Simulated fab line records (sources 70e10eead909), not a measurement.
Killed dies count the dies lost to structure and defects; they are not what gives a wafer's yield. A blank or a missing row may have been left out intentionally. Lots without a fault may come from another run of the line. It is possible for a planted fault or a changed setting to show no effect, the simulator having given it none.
The tool behind it: which one? -- flow nand harc -- 24 lots with 72 wafers sampled at 6 steps, on a route of 1302 steps

== WHAT THE GAUGES READ, wafer by wafer ==
NHARC_A_CONTACT_OVL_MEAS_70. Usual: overlay x nm 0.0 nm, standard deviation 0.71; overlay y nm 0.0 nm, standard deviation 0.69.
lot,measured,on,overlay x nm (nm),overlay y nm (nm),flag
L074,day 21 20:41,overlay-01,0.3 0.5 0.4,-0.5 -0.7 -0.6,
L075,day 22 16:19,overlay-02,-0.7 -0.9 -0.7,0.4 0.8 0.8,
L077,day 22 16:29,overlay-01,-0.3 -0.5 -0.9,-0.5 -0.2 -0.1,
L076,day 23 05:58,overlay-02,-0.9 -0.7 -0.3,0.4 0.9 0.9,
L078,day 23 09:02,overlay-02,1.3 1.9 1.5,-0.3 0.0 -0.7,
L079,day 23 12:22,overlay-01,-0.1 -0.4 -0.5,0.4 0.6 0.7,
L080,day 24 14:40,overlay-02,0.8 0.1 0.7,-1.1 -0.4 -0.4,
L081,day 24 22:24,overlay-02,0.6 1.0 0.4,0.8 0.7 1.4,
L082,day 25 14:57,overlay-01,0.3 0.4 0.5,-0.3 -0.2 -0.3,
L084,day 25 18:07,overlay-01,-0.6 -0.5 -0.4,0.1 0.3 0.4,
L083,day 25 19:44,overlay-02,1.0 0.7 1.0,-0.7 -0.5 -0.7,
L085,day 26 09:23,overlay-02,-0.2 0.0 -0.2,-0.4 -0.4 -0.1,
L086,day 26 10:35,overlay-01,0.1 0.8 0.8,0.3 0.8 0.4,
L087,day 26 19:14,overlay-01,-0.3 -0.6 -0.8,0.0 0.1 0.1,
L089,day 27 16:38,overlay-02,0.3 0.2 0.4,1.1 1.7 1.9,
L088,day 27 18:09,overlay-01,1.3 0.8 1.2,-1.1 -1.2 -1.1,
L091,day 28 08:49,overlay-02,0.1 0.1 -0.4,0.5 0.3 0.2,
L090,day 29 00:22,overlay-02,-0.4 0.4 0.1,1.2 0.9 1.0,
L095,day 29 18:52,overlay-02,-0.3 -0.3 -0.4,-0.1 0.4 0.1,
L092,day 29 20:16,overlay-01,0.2 0.3 0.6,-1.4 -0.4 -1.0,
L093,day 29 21:32,overlay-01,0.0 0.2 0.5,-0.4 -0.9 0.0,
L094,day 30 11:56,overlay-01,-1.0 -1.0 -0.4,0.2 -0.1 0.1,
L096,day 31 17:10,overlay-02,-0.9 -0.5 -0.7,0.9 0.9 0.8,
L097,day 31 19:31,overlay-02,-0.6 -0.5 -0.9,-0.2 -0.4 -0.8,

NHARC_A_CONTACT_CD_MEAS_80. Usual: cd nm at 289.6 nm, with a standard deviation of 0.76.
lot,measured,on,cd nm (nm),flag
L074,day 22 00:56,cd sem-03,290.0 290.4 290.2,
L075,day 22 20:53,cd sem-03,290.0 289.8 289.9,
L077,day 22 20:45,cd sem-02,289.0 289.3 289.0,
L076,day 23 10:37,cd sem-03,289.7 289.9 289.9,
L078,day 23 13:42,cd sem-03,289.5 289.7 289.2,
L079,day 23 17:04,cd sem-01,289.6 289.9 290.0,
L080,day 24 18:56,cd sem-02,289.3 289.2 288.9,
L081,day 25 02:46,cd sem-02,290.0 289.9 290.2,
L082,day 25 19:25,cd sem-03,287.7 288.3 288.4,
L084,day 25 22:25,cd sem-03,288.4 288.8 288.7,
L083,day 26 00:27,cd sem-03,290.4 290.3 290.7,
L085,day 26 14:21,cd sem-02,289.2 289.2 289.7,
L086,day 26 14:51,cd sem-02,288.9 289.9 289.9,
L087,day 26 23:31,cd sem-01,290.0 289.6 289.9,
L089,day 27 20:53,cd sem-03,289.7 289.9 289.8,
L088,day 27 22:24,cd sem-03,290.4 290.1 290.3,
L091,day 28 13:05,cd sem-01,288.5 288.9 288.8,
L090,day 29 04:36,cd sem-03,290.5 291.0 290.9,
L095,day 29 23:06,cd sem-01,289.5 289.6 289.5,
L092,day 30 00:56,cd sem-03,291.1 290.5 290.2,
L093,day 30 01:47,cd sem-01,289.7 289.5 289.4,
L094,day 30 16:13,cd sem-03,290.6 290.4 290.5,
L096,day 31 21:37,cd sem-01,288.5 288.7 288.2,
L097,day 31 23:53,cd sem-03,288.3 288.0 288.1,

== WHICH TOOL RAN EACH LOT (tool, then ch and the chambers of the sampled wafers, then the start) ==
lot,NHARC_A_CONTACT_ETCH_96,NHARC_A_CONTACT_STRIP_55,NHARC_A_CONTACT_ETCH_75,NHARC_A_CONTACT_ETCH_126
L074,"rie diel-03 ch 0,1, day 21 20:41 or earlier","rie diel-03 ch 0,1,3, day 21 20:41 or earlier","rie diel-03 ch 1,2,3, day 21 20:52","har cap etch-03 ch 0,1, day 21 22:41"
L075,"rie diel-11 ch 0,1,3, day 22 16:19 or earlier","rie diel-03 ch 0,1,2, day 22 16:19 or earlier","rie diel-04 ch 0,3, day 22 16:31","har cap etch-02 ch 0,1, day 22 18:39"
L077,"rie diel-03 ch 1,3, day 22 16:29 or earlier","rie diel-03 ch 2,3, day 22 16:29 or earlier","rie diel-11 ch 0,1,2, day 22 16:40","har cap etch-03 ch 0,1, day 22 18:31"
L076,"rie diel-11 ch 1,2,3, day 23 05:58 or earlier","rie diel-03 ch 0,1,3, day 23 05:58 or earlier","rie diel-03 ch 0,1,3, day 23 06:10","har cap etch-02 ch 0,1, day 23 08:07"
L078,"rie diel-03 ch 0,1, day 23 09:02 or earlier","rie diel-03 ch 0,1, day 23 09:02 or earlier","rie diel-03 ch 1,2, day 23 09:14","har cap etch-03 ch 0,1, day 23 11:06"
L079,"rie diel-03 ch 1,2,3, day 23 12:22 or earlier","rie diel-03 ch 0,3, day 23 12:22 or earlier","rie diel-03 ch 0,2,3, day 23 12:34","har cap etch-01 ch 0, day 23 14:49"
L080,"rie diel-03 ch 0,1,2, day 24 14:40 or earlier","rie diel-04 ch 0,1, day 24 14:40 or earlier","rie diel-11 ch 0,2,3, day 24 14:52","har cap etch-01 ch 0,1, day 24 16:43"
L081,"rie diel-03 ch 1,2,3, day 24 22:24 or earlier","rie diel-03 ch 0,2,3, day 24 22:24 or earlier","rie diel-11 ch 0,1,3, day 24 22:37","har cap etch-03 ch 0,1, day 25 00:34"
L082,"rie diel-11 ch 0,3, day 25 14:57 or earlier","rie diel-11 ch 0,1,3, day 25 14:57 or earlier","rie diel-11 ch 1,3, day 25 15:13","har cap etch-01 ch 0,1, day 25 17:03"
L084,"rie diel-03 ch 0,1,2, day 25 18:07 or earlier","rie diel-03 ch 1,2, day 25 18:07 or earlier","rie diel-03 ch 0,1, day 25 18:18","har cap etch-03 ch 0, day 25 20:10"
L083,"rie diel-03 ch 0,2,3, day 25 19:44 or earlier","rie diel-03 ch 0,1, day 25 19:44 or earlier","rie diel-11 ch 0,2,3, day 25 19:58","har cap etch-02 ch 0,1, day 25 22:14"
L085,"rie diel-03 ch 2,3, day 26 09:23 or earlier","rie diel-03 ch 0,1,2, day 26 09:23 or earlier","rie diel-04 ch 0,2, day 26 09:35","har cap etch-02 ch 0,1, day 26 11:37"
L086,"rie diel-03 ch 0,1,2, day 26 10:35 or earlier","rie diel-03 ch 1,2,3, day 26 10:35 or earlier","rie diel-03 ch 0,2, day 26 10:46","har cap etch-01 ch 0,1, day 26 12:36"
L087,"rie diel-04 ch 0,2,3, day 26 19:14 or earlier","rie diel-03 ch 1,2,3, day 26 19:14 or earlier","rie diel-03 ch 0,1,3, day 26 19:26","har cap etch-03 ch 0,1, day 26 21:16"
L089,"rie diel-03 ch 1,2,3, day 27 16:38 or earlier","rie diel-04 ch 0,2,3, day 27 16:38 or earlier","rie diel-04 ch 0,1,3, day 27 16:50","har cap etch-03 ch 0,1, day 27 18:40"
L088,"rie diel-04 ch 1,2,3, day 27 18:09 or earlier","rie diel-11 ch 1,2,3, day 27 18:09 or earlier","rie diel-04 ch 0,1,2, day 27 18:20","har cap etch-02 ch 0,1, day 27 20:11"
L091,"rie diel-03 ch 0,1,2, day 28 08:49 or earlier","rie diel-03 ch 0,1,2, day 28 08:49 or earlier","rie diel-03 ch 0,1,3, day 28 09:00","har cap etch-03 ch 0,1, day 28 10:52"
L090,"rie diel-04 ch 1,2,3, day 29 00:22 or earlier","rie diel-11 ch 2,3, day 29 00:22 or earlier","rie diel-03 ch 1,2,3, day 29 00:33","har cap etch-03 ch 0,1, day 29 02:24"
L095,"rie diel-03 ch 0,2,3, day 29 18:52 or earlier","rie diel-04 ch 0,1,3, day 29 18:52 or earlier","rie diel-03 ch 0,1,2, day 29 19:03","har cap etch-02 ch 0,1, day 29 20:52"
L092,"rie diel-03 ch 0,1, day 29 20:16 or earlier","rie diel-11 ch 0,1,2, day 29 20:16 or earlier","rie diel-03 ch 0,1,3, day 29 20:27","har cap etch-01 ch 0,1, day 29 22:44"
L093,"rie diel-04 ch 0,2, day 29 21:32 or earlier","rie diel-11 ch 0,1, day 29 21:32 or earlier","rie diel-04 ch 0,2,3, day 29 21:43","har cap etch-03 ch 0,1, day 29 23:32"
L094,"rie diel-04 ch 0,1, day 30 11:56 or earlier","rie diel-04 ch 0,2,3, day 30 11:56 or earlier","rie diel-03 ch 0,1,3, day 30 12:08","har cap etch-02 ch 0,1, day 30 13:59"
L096,"rie diel-03 ch 1,2, day 31 17:10 or earlier","rie diel-03 ch 0,1,3, day 31 17:10 or earlier","rie diel-11 ch 0,1, day 31 17:22","har cap etch-03 ch 0,1, day 31 19:25"
L097,"rie diel-03 ch 0,1,2, day 31 19:31 or earlier","rie diel-03 ch 1,2, day 31 19:31 or earlier","rie diel-04 ch 1,2, day 31 19:42","har cap etch-01 ch 0,1, day 31 21:40"
- NHARC_A_CONTACT_ETCH_96: etches the open film in C4F6/O2, target depth 20 nm, time 10 s.
- NHARC_A_CONTACT_STRIP_55: strips in O2.
- NHARC_A_CONTACT_ETCH_75: etches the open film in CF4, target depth 39 nm, time 65 s.
- NHARC_A_CONTACT_ETCH_126: etches the open film in C4F8/O2/Ar, time 197 s, target depth 1918 nm.

== WHAT THE TOOLS THEMSELVES READ (means of the sampled wafers that have a number; where no wafer has one, the mark that the record gives instead) ==
NHARC_A_CONTACT_ETCH_96. Usual: c4f6 flow sccm 24.99 sccm, standard deviation 0.083; drypump motor current A 5.8 A, standard deviation 0.44; oes product au 0.975 a.u., standard deviation 0.026; rf vpp V 547.3 V, standard deviation 2.6; showerhead plenum p Torr 3.96 Torr, standard deviation 0.12; throttle valve pct 26.904 %, standard deviation 0.0088.
lot,tool,c4f6 flow sccm (sccm),drypump motor current A (A),oes product au (a.u.),rf vpp V (V),showerhead plenum p Torr (Torr),throttle valve pct (%),flag
L074,rie diel-03,25.02,5.9,0.941,548.4,4.04,26.899,
L075,rie diel-11,24.92,5.6,0.972,544.4,3.83,26.908,
L077,rie diel-03,25.02,6.3,1.002,549.7,4.07,26.901,
L076,rie diel-11,25.06,5.8,1.001,547.7,4.01,26.908,
L078,rie diel-03,25.00,5.6,1.000,547.9,4.00,26.906,
L079,rie diel-03,25.07,6.2,1.001,547.6,3.98,26.916,
L080,rie diel-03,25.06,5.8,1.005,548.0,3.95,26.904,
L081,rie diel-03,24.99,6.2,0.976,547.6,3.98,26.913,
L082,rie diel-11,24.92,5.6,0.946,546.3,3.90,26.908,
L084,rie diel-03,24.93,5.8,0.967,547.4,3.95,26.907,
L083,rie diel-03,25.02,5.9,0.947,547.3,3.94,26.899,
L085,rie diel-03,25.08,6.1,0.958,545.9,3.89,26.904,
L086,rie diel-03,25.02,5.8,1.007,547.1,3.95,26.916,
L087,rie diel-04,25.05,5.5,0.947,545.9,3.93,26.902,
L089,rie diel-03,24.99,6.2,0.967,548.0,3.97,26.903,
L088,rie diel-04,24.98,5.5,0.958,546.8,3.92,26.893,
L091,rie diel-03,24.99,5.8,1.013,547.6,3.94,26.896,
L090,rie diel-04,25.03,5.6,0.951,546.8,3.91,26.892,
L095,rie diel-03,25.00,5.9,1.001,545.8,3.93,26.893,
L092,rie diel-03,25.08,5.8,0.999,548.4,4.02,26.911,
L093,rie diel-04,25.04,5.7,0.955,548.1,3.98,26.906,
L094,rie diel-04,25.01,5.6,0.961,547.5,3.98,26.909,
L096,rie diel-03,24.93,6.1,1.002,547.9,3.98,26.904,
L097,rie diel-03,24.98,5.8,0.948,546.5,3.94,26.908,

NHARC_A_CONTACT_STRIP_55. Usual: drypump motor current A 5.8 A, standard deviation 0.43; oes product au 1.002 a.u., standard deviation 0.0075; rf vpp V 57.9 V, standard deviation 0.88; showerhead plenum p Torr 3.57 Torr, standard deviation 0.12; throttle valve pct 17.037 %, standard deviation 0.0089.
lot,tool,drypump motor current A (A),oes product au (a.u.),rf vpp V (V),showerhead plenum p Torr (Torr),throttle valve pct (%),flag
L074,rie diel-03,6.0,0.997,58.7,3.62,17.044,
L075,rie diel-03,5.8,1.007,58.9,3.56,17.039,
L077,rie diel-03,6.1,1.005,58.1,3.51,17.031,
L076,rie diel-03,6.0,0.994,57.4,3.62,17.033,
L078,rie diel-03,5.6,0.989,57.2,3.60,17.040,
L079,rie diel-03,6.1,0.996,57.3,3.61,17.039,
L080,rie diel-04,5.7,1.002,58.7,3.61,17.035,
L081,rie diel-03,5.9,1.002,57.7,3.54,17.040,
L082,rie diel-11,5.6,1.007,58.0,3.43,17.036,
L084,rie diel-03,6.1,1.006,57.2,3.59,17.039,
L083,rie diel-03,5.9,1.006,57.4,3.62,17.045,
L085,rie diel-03,5.8,1.005,57.2,3.55,17.037,
L086,rie diel-03,6.2,1.009,58.1,3.58,17.037,
L087,rie diel-03,6.2,1.001,57.8,3.57,17.035,
L089,rie diel-04,5.5,1.001,57.5,3.53,17.029,
L088,rie diel-11,5.8,1.005,56.9,3.59,17.032,
L091,rie diel-03,5.8,0.997,58.1,3.55,17.038,
L090,rie diel-11,5.7,0.998,58.1,3.66,17.042,
L095,rie diel-04,5.4,1.009,58.1,3.53,17.040,
L092,rie diel-11,5.7,0.998,58.0,3.65,17.035,
L093,rie diel-11,5.5,1.004,58.6,3.66,17.027,
L094,rie diel-04,5.5,1.005,57.9,3.52,17.033,
L096,rie diel-03,6.0,1.005,58.7,3.60,17.040,
L097,rie diel-03,6.1,1.006,57.5,3.58,17.037,

NHARC_A_CONTACT_ETCH_75. Usual: drypump motor current A 5.8 A, standard deviation 0.42; oes product au 1.001 a.u., standard deviation 0.0072; rf vpp V 151.5 V, standard deviation 1.3; showerhead plenum p Torr 1.79 Torr, standard deviation 0.061; throttle valve pct 13.284 %, standard deviation 0.0088.
lot,tool,drypump motor current A (A),oes product au (a.u.),rf vpp V (V),showerhead plenum p Torr (Torr),throttle valve pct (%),flag
L074,rie diel-03,6.2,1.003,150.7,1.80,13.282,
L075,rie diel-04,5.2,1.001,150.8,1.76,13.279,
L077,rie diel-11,5.6,0.995,150.8,1.75,13.287,
L076,rie diel-03,6.0,1.002,152.3,1.81,13.291,
L078,rie diel-03,6.0,1.003,152.2,1.80,13.292,
L079,rie diel-03,5.9,1.003,151.4,1.78,13.277,
L080,rie diel-11,5.6,1.005,152.5,1.79,13.284,
L081,rie diel-11,5.6,1.004,150.5,1.72,13.289,
L082,rie diel-11,5.7,1.010,151.3,1.78,13.284,
L084,rie diel-03,5.9,1.002,151.7,1.82,13.281,
L083,rie diel-11,5.6,0.996,151.2,1.79,13.289,
L085,rie diel-04,5.9,0.996,151.9,1.80,13.291,
L086,rie diel-03,5.5,1.005,151.5,1.76,13.285,
L087,rie diel-03,6.0,1.000,151.9,1.81,13.282,
L089,rie diel-04,5.4,0.993,150.4,1.77,13.285,
L088,rie diel-04,5.8,0.996,152.5,1.79,13.273,
L091,rie diel-03,6.0,0.998,151.4,1.81,13.287,
L090,rie diel-03,6.2,1.009,151.3,1.79,13.283,
L095,rie diel-03,5.8,1.000,151.0,1.78,13.280,
L092,rie diel-03,5.9,0.995,151.8,1.81,13.284,
L093,rie diel-04,5.5,1.003,151.2,1.76,13.281,
L094,rie diel-03,6.0,1.003,151.7,1.81,13.276,
L096,rie diel-11,5.6,1.007,150.4,1.75,13.293,
L097,rie diel-04,5.8,0.986,151.2,1.79,13.282,

== THE ANSWER, worked out from the rows above alone ==
Rule: a lot is off if the mean of its wafers that have a number lies more than 3 standard deviations from the usual mean. A lot without any number at a reading at which 4 lots or more have one is off too. Any other lot the step has rows for is counted as sound. Order of review: gauges by route order, followed by the tools' own readings, for which a lot's mean as printed above is used. The first step at which some lot is off is used, and at that step the reading that is off furthest; a lot without a number counts as furthest.
Across all readings shown, no lot is off: no conclusion can be drawn from this.

== WHAT WAS PUT IN BY THE SIMULATOR ==
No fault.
